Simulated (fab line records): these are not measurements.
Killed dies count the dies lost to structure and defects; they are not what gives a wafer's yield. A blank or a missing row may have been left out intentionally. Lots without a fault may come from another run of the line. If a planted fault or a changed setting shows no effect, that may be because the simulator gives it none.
fab line records ; flow nand_harc
record: lots: 13; wafers: 39; last_day: 33
route steps=1302 shown A_CONTACT@1059 END@1302
lots with no fault: from the same line, run without faults
start_h: hours from the record's first day to the start of the lot's first wafer shown ; wait_h: hours elapsed since this lot's preceding step ; " as in the row above ; L1.1+2: several wafers, shown together as one row ; - no value present, or no start provided ; * or withheld: withheld ; < > ~ a bound
route shown NAME@n: NAME is a module with steps in the file, n the number in the route of the first one ; usual: mean and standard deviation over wafers with no fault ; same: alike in all rows ; chamber/n: place in a boat ; sites: readings site by site ; _std_site: their standard deviation ; _edge_site: outer sites' mean less inner sites' ; radius_mm: for every site, how far away it sits from the centre of the wafer ; mask NAME#n: copy n ; behind: the last tool/chamber to shape the wafer ; hold: reason for holding the lot/hours on hold/outcome of the hold ; device: names the non-switching transistor (n, p or np) ; end of line: tests run on the same wafers once the route is complete ; for a step that has no rows: nothing shown but its recipe ; killed: dies that structure and defects cost at the first sort, which is not the same as the wafer's yield ; map: a wafer's dies, marking killed ones x, the rest . and places with no die _
set.NAME: the setting the step ran with; set.NAME@STEP: the setting that earlier step ran with ; model.NAME: the simulator's own value behind a step, which no gauge read
the route's steps for a sample of lots (tables are steps, rows are wafers)
services: when a tool's chamber went out of use (start_h, in hours from the record's first day, below 0 if earlier), for how many hours, and the reason
== steps ==
step: NHARC_A_CONTACT_CD_MEAS_80
usual: cd_nm: 289.2/0.76
lot.wafer;tool;chamber;start_h;wait_h;cd_nm
L538.2;cd_sem-01;-;517.97;-;289.9
L538.3;cd_sem-01;-;517.97;-;289.0
L538.6;cd_sem-01;-;517.97;-;288.6
L540.1;cd_sem-02;-;525.19;-;290.2
L540.3;cd_sem-02;-;525.19;-;289.7
L540.6;cd_sem-02;-;525.19;-;290.3
L539.1;cd_sem-02;-;525.24;-;289.5
L539.4;cd_sem-02;-;525.24;-;288.9
L539.6;cd_sem-02;-;525.24;-;289.2
L537.3;cd_sem-02;-;528.04;-;289.4
L537.5;cd_sem-02;-;528.04;-;289.2
L537.6;cd_sem-02;-;528.04;-;288.9
L541.3;cd_sem-03;-;553.01;-;289.6
L541.4;cd_sem-03;-;553.01;-;288.4
L541.5;cd_sem-03;-;553.01;-;289.5
L542.3;cd_sem-01;-;571.44;-;290.3
L542.4;cd_sem-01;-;571.44;-;290.5
L542.6;cd_sem-01;-;571.44;-;290.4
L544.2;cd_sem-02;-;586.25;-;288.8
L544.3;cd_sem-02;-;586.25;-;288.3
L544.6;cd_sem-02;-;586.25;-;289.3
L550.2;cd_sem-02;-;625.20;-;289.4
L550.4;cd_sem-02;-;625.20;-;289.8
L550.5;cd_sem-02;-;625.20;-;289.0
L551.1;cd_sem-01;-;646.72;-;289.0
L551.2;cd_sem-01;-;646.72;-;288.7
L551.6;cd_sem-01;-;646.72;-;289.1
L557.2;cd_sem-02;-;702.64;-;288.8
L557.3;cd_sem-02;-;702.64;-;288.3
L557.6;cd_sem-02;-;702.64;-;288.2
L556.1;cd_sem-02;-;708.29;-;288.6
L556.4;cd_sem-02;-;708.29;-;289.3
L556.6;cd_sem-02;-;708.29;-;289.2
L558.1;cd_sem-02;-;727.73;-;289.6
L558.2;cd_sem-02;-;727.73;-;289.7
L558.4;cd_sem-02;-;727.73;-;289.6
L559.1;cd_sem-01;-;728.81;-;289.7
L559.2;cd_sem-01;-;728.81;-;289.3
L559.6;cd_sem-01;-;728.81;-;289.0
step: NHARC_A_CONTACT_DEP_85
recipe: target_thk_a: 600; target_thk_nm: 60; temp_c: 400; pressure_torr: 3.5; flow_sccm: 200; rf_w: 350; material: SiON
usual: heater_power_w: 727/110
lot.wafer;tool;chamber;start_h;wait_h;heater_power_w
L538.2;pecvd-03;2;521.82;1.2;803
L538.3;pecvd-03;0;521.82;1.2;806
L538.6;pecvd-03;0;521.82;1.2;809
L540.1;pecvd-02;0;527.90;1.5;602
L540.3;pecvd-02;1;527.90;1.5;697
L540.6;pecvd-02;1;527.90;1.5;733
L537.3;pecvd-02;0;530.75;0.9;563
L537.5;pecvd-02;1;530.75;0.9;811
L537.6;pecvd-02;2;530.75;0.9;877
L539.1;pecvd-02;2;531.77;1.5;842
L539.4;pecvd-02;2;531.77;1.5;873
L539.6;pecvd-02;0;531.77;1.5;554
L541.3;pecvd-02;2;556.26;0.9;801
L541.5;pecvd-02;1;556.26;0.9;784
L541.4;pecvd-02;0;556.26;0.9;538
L542.3;pecvd-03;0;576.08;0.9;746
L542.6;pecvd-03;2;576.08;0.9;714
L542.4;pecvd-03;0;576.08;0.9;761
L544.2;pecvd-03;1;590.98;1.2;542
L544.3;pecvd-03;2;590.98;1.2;708
L544.6;pecvd-03;0;590.98;1.2;795
L550.2;pecvd-01;2;628.17;1.2;726
L550.5;pecvd-01;2;628.17;1.2;758
L550.4;pecvd-01;0;628.17;1.2;797
L551.1;pecvd-01;0;649.58;1.5;814
L551.2;pecvd-01;2;649.58;1.5;717
L551.6;pecvd-01;0;649.58;1.5;821
L557.2;pecvd-03;0;705.34;1.2;792
L557.3;pecvd-03;2;705.34;1.2;709
L557.6;pecvd-03;1;705.34;1.2;630
L556.1;pecvd-02;1;713.68;1.5;775
L556.4;pecvd-02;2;713.68;1.5;898
L556.6;pecvd-02;1;713.68;1.5;790
L558.2;pecvd-02;0;732.28;1.2;594
L558.1;pecvd-02;2;732.28;1.2;824
L558.4;pecvd-02;0;732.28;1.2;562
L559.1;pecvd-02;2;733.02;1.4;854
L559.2;pecvd-02;0;733.02;1.4;506
L559.6;pecvd-02;2;733.02;1.4;862
step: NHARC_A_CONTACT_SOFTBAKE_03
recipe: temp_c: 105; time_s: 55
usual: heater_power_total_W: 188.44/0.13
same: time_s: 55
lot.wafer;tool;chamber;start_h;wait_h;heater_power_total_W
L538.2;litho_track-01;0;522;-;188.31
L538.3;litho_track-01;0;522;-;188.47
L538.6;litho_track-01;0;522;-;188.39
L540.1;litho_track-01;0;528;-;188.40
L540.3;litho_track-01;0;528;-;188.49
L540.6;litho_track-01;0;528;-;188.59
L537.3;litho_track-01;0;530;-;188.38
L537.5;litho_track-01;0;530;-;188.44
L537.6;litho_track-01;0;530;-;188.26
L539.1;litho_track-01;0;532;-;188.40
L539.4;litho_track-01;0;532;-;188.65
L539.6;litho_track-01;0;532;-;188.44
L541.3;litho_track-06;0;556;-;188.39
L541.4;litho_track-06;0;556;-;188.37
L541.5;litho_track-06;0;556;-;188.44
L542.3;litho_track-04;0;576;-;188.24
L542.4;litho_track-04;0;576;-;188.75
L542.6;litho_track-04;0;576;-;188.30
L544.2;litho_track-01;0;591;-;188.39
L544.3;litho_track-01;0;591;-;188.42
L544.6;litho_track-01;0;591;-;188.43
L550.2;litho_track-01;0;628;-;190.09
L550.4;litho_track-01;0;628;-;190.01
L550.5;litho_track-01;0;628;-;190.05
L551.1;litho_track-01;0;649;-;189.96
L551.2;litho_track-01;0;649;-;189.90
L551.6;litho_track-01;0;649;-;190.11
L557.2;litho_track-04;0;705;-;188.33
L557.3;litho_track-04;0;705;-;188.34
L557.6;litho_track-04;0;705;-;188.35
L556.1;litho_track-06;0;713;-;188.68
L556.4;litho_track-06;0;713;-;188.61
L556.6;litho_track-06;0;713;-;188.78
L558.1;litho_track-01;0;732;-;188.29
L558.2;litho_track-01;0;732;-;188.42
L558.4;litho_track-01;0;732;-;188.36
L559.1;litho_track-01;0;733;-;188.58
L559.2;litho_track-01;0;733;-;188.34
L559.6;litho_track-01;0;733;-;188.46
step: NHARC_A_CONTACT_ETCH_89
recipe: target_depth_a: 2600; over_etch_frac: 0.3; time_s: 475.3; ion_energy_ev: 200; n2_flow_sccm: 150; h2_flow_sccm: 150; ar_flow_sccm: 0; rf_w: 400; bias_w: 150; chemistry: N2/H2
usual: chamber_pressure_mTorr: 29.999/0.024; drypump_motor_current_A: 5.9/0.38; oes_product_au: 1.001/0.0099; rf_vpp_V: 429.4/2.4; showerhead_plenum_p_Torr: 2.00/0.079; throttle_valve_pct: 14.171/0.0084
same: time_s: 475.3
lot.wafer;tool;chamber;start_h;wait_h;chamber_pressure_mTorr;drypump_motor_current_A;oes_product_au;rf_hours_counter_h;rf_vpp_V;showerhead_plenum_p_Torr;throttle_valve_pct
L538.2;rie_diel-08;1;-;-;30.005;6.0;1.010;23;429.8;1.99;14.172
L538.3;rie_diel-08;2;-;-;29.952;6.1;1.004;20;425.7;1.91;14.178
L538.6;rie_diel-08;1;-;-;30.021;6.0;1.007;-;430.1;1.99;14.174
L540.1;rie_diel-08;3;-;-;30.020;5.7;0.993;23;430.8;2.07;14.157
L540.3;rie_diel-08;0;-;-;30.015;6.3;1.006;25;429.1;1.99;14.158
L540.6;rie_diel-08;2;-;-;29.992;6.1;1.009;-;426.3;1.91;14.173
L537.3;rie_diel-08;2;-;-;30.043;6.1;1.003;22;427.1;1.91;14.163
L537.6;rie_diel-08;3;-;-;30.027;5.7;1.001;-;431.9;2.07;14.171
L537.5;rie_diel-08;0;-;-;30.031;6.3;1.011;-;428.4;1.99;14.154
L539.4;rie_diel-08;0;-;-;30.013;6.3;1.000;26;429.2;1.99;14.177
L539.1;rie_diel-08;1;-;-;29.981;6.0;1.014;25;429.4;1.99;14.177
L539.6;rie_diel-08;0;-;-;29.989;6.3;1.003;-;429.4;1.99;14.167
L541.3;rie_diel-08;1;-;-;30.005;6.0;0.984;0;428.9;1.99;14.160
L541.4;rie_diel-08;2;-;-;29.978;6.1;1.009;0;426.4;1.91;14.173
L541.5;rie_diel-08;1;-;-;29.999;6.0;0.988;-;430.8;1.99;14.167
L542.3;rie_diel-08;3;-;-;29.971;5.7;1.002;3;431.1;2.07;14.171
L542.6;rie_diel-08;2;-;-;30.013;6.1;1.013;-;426.2;1.91;14.158
L542.4;rie_diel-08;0;-;-;29.992;6.3;1.002;-;428.5;1.98;14.167
L544.2;rie_diel-08;2;-;-;30.019;6.1;1.007;5;424.0;1.91;14.166
L544.3;rie_diel-08;3;-;-;29.996;5.7;1.000;5;431.7;2.07;14.168
L544.6;rie_diel-08;2;-;-;30.009;6.2;1.017;-;427.3;1.90;14.168
L550.2;rie_diel-08;1;-;-;29.964;6.1;0.986;10;429.9;1.98;14.153
L550.4;rie_diel-08;0;-;-;30.014;6.3;0.996;12;429.1;1.98;14.183
L550.5;rie_diel-08;2;-;-;30.004;6.1;1.012;-;429.1;1.90;14.161
L551.2;rie_diel-08;2;-;-;30.003;6.1;1.005;16;426.4;1.90;14.175
L551.1;rie_diel-08;0;-;-;29.987;6.3;0.995;15;428.3;1.98;14.168
L551.6;rie_diel-08;1;-;-;30.005;6.0;0.981;-;429.0;1.98;14.166
L557.2;rie_diel-08;0;-;-;30.015;6.3;0.987;21;429.4;1.98;14.177
L557.3;rie_diel-08;3;-;-;29.965;5.7;0.995;20;430.9;2.06;14.189
L557.6;rie_diel-08;0;-;-;29.998;6.3;0.987;-;428.6;1.98;14.163
L556.4;rie_diel-08;3;-;-;29.978;5.7;0.991;22;431.1;2.06;14.169
L556.1;rie_diel-08;0;-;-;29.994;6.3;0.998;23;430.0;1.98;14.168
L556.6;rie_diel-08;3;-;-;30.012;5.7;1.003;-;431.1;2.06;14.178
L558.1;rie_diel-08;1;-;-;29.984;6.0;1.004;0;429.2;1.98;14.177
L558.4;rie_diel-08;3;-;-;30.007;5.7;1.000;0;432.0;2.06;14.174
L558.2;rie_diel-08;0;-;-;30.016;6.3;0.999;0;428.0;1.98;14.179
L559.2;rie_diel-08;2;-;-;29.988;6.1;1.001;1;426.2;1.90;14.166
L559.1;rie_diel-08;1;-;-;29.971;6.0;0.991;1;427.2;1.98;14.177
L559.6;rie_diel-08;3;-;-;29.989;5.7;1.000;-;431.6;2.06;14.173
step: NHARC_END_SORT_01
recipe: temp_c: 25
usual: killed_at_array: 46/16; killed_at_other: 0.9/1.3; killed_at_periphery: 4.1/3; killed_dies: 51/17; killed_open: 3.5/1.8; killed_short: 2.5/1.8
same: gross_dies: 677
lot.wafer;tool;chamber;start_h;wait_h;killed_at_array;killed_at_other;killed_at_periphery;killed_dies;killed_open;killed_short
L551.1;prober-02;0;705.65;2.5;61;0;1;62;3;2
L551.2;prober-02;0;706.47;2.8;42;0;7;49;6;3
L551.6;prober-02;0;709.72;4.1;52;1;6;59;2;2
killed by level:class
L551.1 A_SLIT:chamber_film_flake=33 A_CHANNEL_HOLE_D1:chamber_film_flake=8 A_CONTACT:chamber_film_flake=4 A_BLC:chamber_film_flake=4 A_ZERO_WELL:chamber_film_flake=2 A_STAIRCASE:chamber_film_flake=2 A_WL_FILL:chamber_film_flake=2 A_ONON_D1:geometric_particle:open=1
L551.2 A_SLIT:chamber_film_flake=17 A_CHANNEL_HOLE_D1:chamber_film_flake=11 A_CONTACT:chamber_film_flake=5 P_GATE:geometric_particle:open=2 P_BONDPAD:chamber_film_flake=2 A_ZERO_WELL:chamber_film_flake=2 A_CHANNEL_FILL_D1:chamber_film_flake=2 P_GATE:geometric_particle:short=1
L551.6 A_SLIT:chamber_film_flake=25 A_CHANNEL_HOLE_D1:chamber_film_flake=9 A_CONTACT:chamber_film_flake=6 A_STAIRCASE:chamber_film_flake=4 P_ZERO_WELL:chamber_film_flake=2 P_BONDPAD:chamber_film_flake=2 A_CHANNEL_FILL_D1:chamber_film_flake=2 P_M0:geometric_particle:open=1
== services ==
tool;chamber;start_h;hours;kind
rie_diel-08;0;500.23;-;clean
rie_diel-08;1;500.23;-;clean
rie_diel-08;2;500.23;-;clean
rie_diel-08;3;500.23;-;clean
litho_track-01;-;505.00;7.0;pm
rie_diel-08;0;524.73;-;clean
rie_diel-08;1;524.73;-;clean
rie_diel-08;2;524.73;-;clean
litho_track-06;-;529.00;7.0;pm
rie_diel-08;-;544.80;9.0;pm
pecvd-03;-;547.59;13.0;pm
litho_track-04;-;553.00;7.0;pm
rie_diel-08;1;569.57;13.0;repair
pecvd-02;-;589.14;13.0;pm
pecvd-02;1;656.52;32.0;repair
pecvd-03;-;665.23;0.6;repair
pecvd-01;-;673.33;13.0;pm
litho_track-01;-;680.00;7.0;pm
rie_diel-08;3;681.75;2.5;repair
litho_track-06;-;704.00;7.0;pm
pecvd-03;-;717.71;3.2;repair
rie_diel-08;-;721.96;9.0;pm
litho_track-04;-;728.00;7.0;pm
pecvd-03;-;728.59;13.0;pm
== key ==
first_sign: step: NHARC_A_CONTACT_SOFTBAKE_03; reading: heater_power_total_W; direction: up; sigmas: 12; usual: *; struck: *
effect none on later readings
met_at NHARC_A_CONTACT_SOFTBAKE_03
struck_lots L550,L551
tester_left_out L550,L551
not_acting_at NHARC_A_CONTACT_CD_MEAS_80,NHARC_A_CONTACT_DEP_85,NHARC_A_CONTACT_ETCH_89
onset_between 591 628
fault: kind: process_parameter_drift; tool: litho_track-01; chamber: -; onset_h: 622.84; steps: NHARC_A_CONTACT_SOFTBAKE_03; channel: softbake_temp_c; offset: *; shape: step; end_h: 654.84; acts_in: *; stated: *
tester_left_out: of these lots the tester's yield and bins aren't shown, on N5 and GAA mostly nor the transistor test; their killed dies are dies lost to structure and defects alone, not to doping, threshold or leakage, so they don't give the yield
